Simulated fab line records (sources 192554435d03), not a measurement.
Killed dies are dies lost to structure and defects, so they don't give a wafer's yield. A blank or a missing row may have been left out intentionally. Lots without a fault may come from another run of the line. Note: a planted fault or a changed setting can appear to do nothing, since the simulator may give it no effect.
Matching of chambers ; flow n5Finfet ; N5_GATE_CUT_ETCH_58 on rieDiel-02 has 4 sister chambers
The step etches SiNx in CH3F/O2, target depth 17 nm, time 128.6 s. 16 wafers are shown with their chamber, then 8 later ones without.

== WAFERS PAIRED WITH THEIR CHAMBERS ==
wafer;chamber;drypumpMotorCurrentA (A);oesProductAu (a.u.);throttleValvePct (%)
L074.2;3;5.9;0.76;16.22
L074.5;1;5.6;0.77;16.48
L074.6;0;4.8;0.69;16.59
L075.2;3;5.9;0.76;16.21
L075.3;0;4.8;0.69;16.63
L075.4;2;6.1;0.91;16.26
L077.1;1;5.6;0.77;16.49
L077.2;2;6.1;0.90;16.26
L077.5;2;6.1;0.90;16.28
L078.1;2;6.1;0.90;16.26
L078.3;1;5.6;0.77;16.49
L078.5;1;5.6;0.78;16.50
L080.3;3;5.9;0.76;16.23
L080.5;0;4.8;0.69;16.61
L080.6;2;6.0;0.90;16.26
L084.1;2;6.0;0.87;16.29

SIGNATURES (means of the wafers above)
reading;chamber 0;chamber 1;chamber 2;chamber 3;scatter within a chamber
drypumpMotorCurrentA;4.800;5.600;6.067;5.900;0.0333
oesProductAu;0.6900;0.7725;0.8967;0.7600;0.00917
throttleValvePct;16.6100;16.4900;16.2683;16.2200;0.0132
Rule: for each reading, subtract the chamber's mean from the wafer's reading, divide by that reading's scatter and square the result; add these up over the readings and take the root, which gives the wafer's distance from the chamber. The wafer belongs to the nearest chamber; if the next one is less than 2 further off, it can't be placed. The scatter: take each reading less its chamber's mean, square it, sum over the shown wafers, divide by the number of wafers less the number of chambers, and take the root.

== WAFERS WITHOUT THEIR CHAMBER ==
wafer;drypumpMotorCurrentA (A);oesProductAu (a.u.);throttleValvePct (%)
L084.2;4.8;0.67;16.63
L084.4;5.6;0.76;16.50
L092.1;6.1;0.85;16.32
L092.2;5.6;0.74;16.53
L092.5;4.8;1.02;16.14
L094.1;6.0;0.84;16.34
L094.4;4.8;0.97;16.16
L094.5;5.6;0.75;16.53

== WHICH CHAMBER EACH WENT THROUGH ==
wafer;from the rows above;in truth
L084.2;0;0
L084.4;1;1
L092.1;2;2
L092.2;1;1
L092.5;2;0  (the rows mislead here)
L094.1;2;2
L094.4;can't be placed: 2 or 3 or 1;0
L094.5;1;1
Correct placement for 6 of the 8. From these rows, 1 cannot be placed; in 0 the true chamber is one of the candidates. 1 placed wrongly.
